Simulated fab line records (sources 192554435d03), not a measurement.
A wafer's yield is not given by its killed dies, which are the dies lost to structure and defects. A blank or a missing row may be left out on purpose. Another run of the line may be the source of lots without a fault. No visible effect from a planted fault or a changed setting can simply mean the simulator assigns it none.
Chamber matching    flow n5-finfet    4 sister chambers for N5_BEOL_M14_STRIP_37 on rie-diel-02
The step strips in O2. 4 wafers are shown with their chamber, then 9 later ones without.

EACH WAFER AND ITS CHAMBER
wafer   chamber  drypump-motor-current-A (A)
L085.1  1        5.7
L083.4  2        5.6
L083.5  0        6.5
L083.6  3        4.9

WAFERS WITH NO CHAMBER GIVEN
wafer   drypump-motor-current-A (A)
L087.1  5.7
L087.3  6.4
L087.6  4.9
L092.2  5.6
L092.3  4.9
L092.4  5.7
L097.1  6.5
L097.3  4.9
L097.4  5.6

WHICH CHAMBER EACH ONE RAN IN
wafer   from the rows above  in truth
L087.1  1                    1
L087.3  0                    0
L087.6  3                    3
L092.2  2                    2
L092.3  3                    3
L092.4  1                    1
L097.1  0                    0
L097.3  3                    3
L097.4  2                    2
Correct placement for 9 of the 9. Left unplaced by these rows: 0. Placed wrongly: 0.
How it was worked out, from the rows above alone: a wafer's distance from a chamber is the root of the sum, over the readings, of the square of ((its reading less the chamber's mean) divided by the reading's scatter). If the next closest chamber is less than 2 further off than the closest, the wafer can't be placed; otherwise it belongs to the closest. For every chamber, the mean is computed from those of its wafers that are shown. The scatter (one wafer shown for each chamber): square how far every hidden wafer sits from the nearest shown wafer, average those squares and take the square root.
